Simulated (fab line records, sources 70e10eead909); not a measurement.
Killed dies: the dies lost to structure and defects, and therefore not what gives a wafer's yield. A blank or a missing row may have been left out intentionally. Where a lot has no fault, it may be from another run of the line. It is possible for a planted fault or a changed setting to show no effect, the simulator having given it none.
Which tool was responsible? -- flow nand-harc -- 12 lots, 36 wafers sampled, at 6 steps of a route of 1302

WHAT THE GAUGES READ, wafer by wafer
NHARC_P_GATE_CD_MEAS_91: target cd 2000 nm.
lot,measured,on,cd-nm (nm)
L632,day 6 05:52,cd-sem-03,1999.3 2000.9 1999.3
L631,day 6 06:44,cd-sem-02,1997.6 1999.3 1997.4
L633,day 6 18:42,cd-sem-01,2025.4 2026.2 2026.0
L634,day 7 07:40,cd-sem-01,1998.9 2001.1 2000.4
L637,day 8 17:53,cd-sem-01,1998.5 1999.3 1996.9
L643,day 10 22:33,cd-sem-02,1999.2 1997.8 1997.4
L644,day 11 15:43,cd-sem-02,2000.1 1999.0 1997.9
L646,day 12 09:40,cd-sem-01,1998.1 1997.5 1998.0
L649,day 13 17:56,cd-sem-01,1998.2 1998.1 1998.4
L650,day 13 23:10,cd-sem-01,1995.1 1998.2 1996.3
L651,day 14 11:15,cd-sem-03,2000.4 2000.1 2002.2
L653,day 15 11:53,cd-sem-01,1996.9 1998.6 1996.8

NHARC_END_SORT_01.
lot,measured,on,killed-at-array,killed-at-other,killed-at-periphery,killed-dies,killed-open,killed-short
L646,day 31 01:29,prober-02,51,0,7,58,4,3

EACH LOT AND THE TOOL THAT RAN IT (in order: tool; ch and the chambers of the sampled wafers; start)
lot,NHARC_P_GATE_STRIP_101,NHARC_P_GATE_STRIP_76,NHARC_P_GATE_EXPOSE_88,NHARC_P_GATE_STRIP_113
L632,"rie-diel-10 ch 0,1,2, day 6 01:42","plasma-asher-01 ch 0,1, day 6 04:56","krf-scanner-02 ch 0, day 6 05:43","plasma-asher-02 ch 0,1, day 6 06:23"
L631,"rie-diel-05 ch 2,3, day 6 02:25","plasma-asher-01 ch 0,1, day 6 05:47","krf-scanner-01 ch 0, day 6 06:34","plasma-asher-01 ch 0,1, day 6 07:16"
L633,"rie-diel-08 ch 0,1,3, day 6 14:25","plasma-asher-02 ch 0,1, day 6 17:46","krf-scanner-02 ch 0, day 6 18:32","plasma-asher-01 ch 0,1, day 6 19:14"
L634,"rie-diel-05 ch 1,2, day 7 03:22","plasma-asher-02 ch 0,1, day 7 06:44","krf-scanner-01 ch 0, day 7 07:30","plasma-asher-01 ch 0,1, day 7 08:11"
L637,"rie-diel-08 ch 1,2,3, day 8 13:31","plasma-asher-02 ch 0,1, day 8 16:59","krf-scanner-01 ch 0, day 8 17:44","plasma-asher-01 ch 0,1, day 8 18:39"
L643,"rie-diel-08 ch 1,2, day 10 18:10","plasma-asher-01 ch 0,1, day 10 21:40","krf-scanner-01 ch 0, day 10 22:24","plasma-asher-02 ch 0,1, day 10 23:26"
L644,"rie-diel-08 ch 0,1,3, day 11 11:13","plasma-asher-01 ch 0,1, day 11 14:47","krf-scanner-02 ch 0, day 11 15:33","plasma-asher-01 ch 0,1, day 11 16:49"
L646,"rie-diel-08 ch 1,2,3, day 12 05:23","plasma-asher-01 ch 0,1, day 12 08:46","krf-scanner-01 ch 0, day 12 09:31","plasma-asher-02 ch 0,1, day 12 10:19"
L649,"rie-diel-05 ch 0,1,2, day 13 13:43","plasma-asher-02 ch 0,1, day 13 17:00","krf-scanner-03 ch 0, day 13 17:46","plasma-asher-01 ch 0,1, day 13 18:27"
L650,"rie-diel-05 ch 0,1,2, day 13 18:46","plasma-asher-01 ch 0,1, day 13 22:14","krf-scanner-01 ch 0, day 13 22:59","plasma-asher-01 ch 0,1, day 13 23:41"
L651,"rie-diel-05 ch 0,1,2, day 14 06:52","plasma-asher-01 ch 0,1, day 14 10:20","krf-scanner-03 ch 0, day 14 11:06","plasma-asher-02 ch 0,1, day 14 11:47"
L653,"rie-diel-05 ch 0,1,3, day 15 07:20","plasma-asher-02 ch 0,1, day 15 10:59","krf-scanner-02 ch 0, day 15 11:44","plasma-asher-02 ch 0,1, day 15 12:42"
- NHARC_P_GATE_STRIP_101: strips in O2, time 20 s.
- NHARC_P_GATE_STRIP_76: strips in O2.
- NHARC_P_GATE_EXPOSE_88: exposes mask P HVN, target cd 2000 nm.
- NHARC_P_GATE_STRIP_113: strips in N2/H2, time 740 s.

WHAT THE TOOLS THEMSELVES READ (means of the sampled wafers that have a number; where no wafer has one, the mark that the record gives instead)
NHARC_P_GATE_STRIP_101.
lot,tool,drypump-motor-current-A (A),oes-product-au (a.u.),rf-vpp-V (V),showerhead-plenum-p-Torr (Torr),throttle-valve-pct (%)
L632,rie-diel-10,5.8,1.005,57.8,3.53,17.043
L631,rie-diel-05,6.0,0.991,58.7,3.75,17.035
L633,rie-diel-08,5.5,1.005,57.6,3.53,17.044
L634,rie-diel-05,5.3,1.005,57.4,3.77,17.025
L637,rie-diel-08,5.7,0.993,57.1,3.62,17.037
L643,rie-diel-08,5.9,0.996,58.2,3.65,17.034
L644,rie-diel-08,5.5,1.002,58.3,3.53,17.033
L646,rie-diel-08,5.8,0.997,57.9,3.62,17.040
L649,rie-diel-05,5.6,1.005,58.9,3.70,17.031
L650,rie-diel-05,5.6,1.001,59.2,3.70,17.042
L651,rie-diel-05,5.6,1.001,57.9,3.70,17.042
L653,rie-diel-05,5.8,0.997,58.2,3.68,17.034

NHARC_P_GATE_STRIP_76.
lot,tool,drypump-motor-current-A (A),heater-power-w (W),rf-refl-power-W (W)
L632,plasma-asher-01,5.0,316,24
L631,plasma-asher-01,5.0,308,33
L633,plasma-asher-02,5.6,342,15
L634,plasma-asher-02,5.2,352,19
L637,plasma-asher-02,5.6,339,15
L643,plasma-asher-01,5.0,327,24
L644,plasma-asher-01,5.0,324,25
L646,plasma-asher-01,4.9,321,33
L649,plasma-asher-02,5.6,342,16
L650,plasma-asher-01,5.0,323,32
L651,plasma-asher-01,5.0,321,32
L653,plasma-asher-02,5.6,347,16

NHARC_P_GATE_STRIP_113.
lot,tool,drypump-motor-current-A (A),heater-power-w (W),rf-refl-power-W (W)
L632,plasma-asher-02,5.6,91,16
L631,plasma-asher-01,5.0,83,33
L633,plasma-asher-01,5.0,82,33
L634,plasma-asher-01,5.0,84,25
L637,plasma-asher-01,5.0,87,25
L643,plasma-asher-02,5.6,90,15
L644,plasma-asher-01,5.0,88,26
L646,plasma-asher-02,5.6,93,15
L649,plasma-asher-01,5.0,88,25
L650,plasma-asher-01,5.0,85,32
L651,plasma-asher-02,5.6,93,16
L653,plasma-asher-02,5.6,92,15

THE ANSWER, worked out from the rows above alone
Rule: the usual values come from the lots themselves. Put in order of their means at a reading, lots are off if they are a third of the lots or fewer, leave a main group of 4 or more, and stand apart from it by a gap of 3 or more times the standard deviation of the main group's means; of several such gaps the widest counts. If all means in a main group match to the digits the tables above print for the reading, that group is not used. Also off: a lot with no number at a reading for which 4 or more lots have one. All remaining lots with rows at the step are treated as sound. Order of review: gauges by route order, followed by the tools' own readings, for which a lot's mean as printed above is used. At the first step where some lot is off, the reading lying furthest off is the one used; lots without a number count as furthest.
Off: L633 (NHARC_P_GATE_CD_MEAS_91, cd-nm). The main group has a mean of 1998.6 nm with a standard deviation of 1.2.
A tool fits if, at a process step before that reading, it ran every lot that is off, and no sound lot after the first of them. Not tried: the gauges at NHARC_P_GATE_CD_MEAS_91; whatever is off there is also off at NHARC_P_GATE_STRIP_76, on other tools, and gauge error can't account for it. Of those tried, none fits.

WHAT HAD BEEN PUT IN BY THE SIMULATOR
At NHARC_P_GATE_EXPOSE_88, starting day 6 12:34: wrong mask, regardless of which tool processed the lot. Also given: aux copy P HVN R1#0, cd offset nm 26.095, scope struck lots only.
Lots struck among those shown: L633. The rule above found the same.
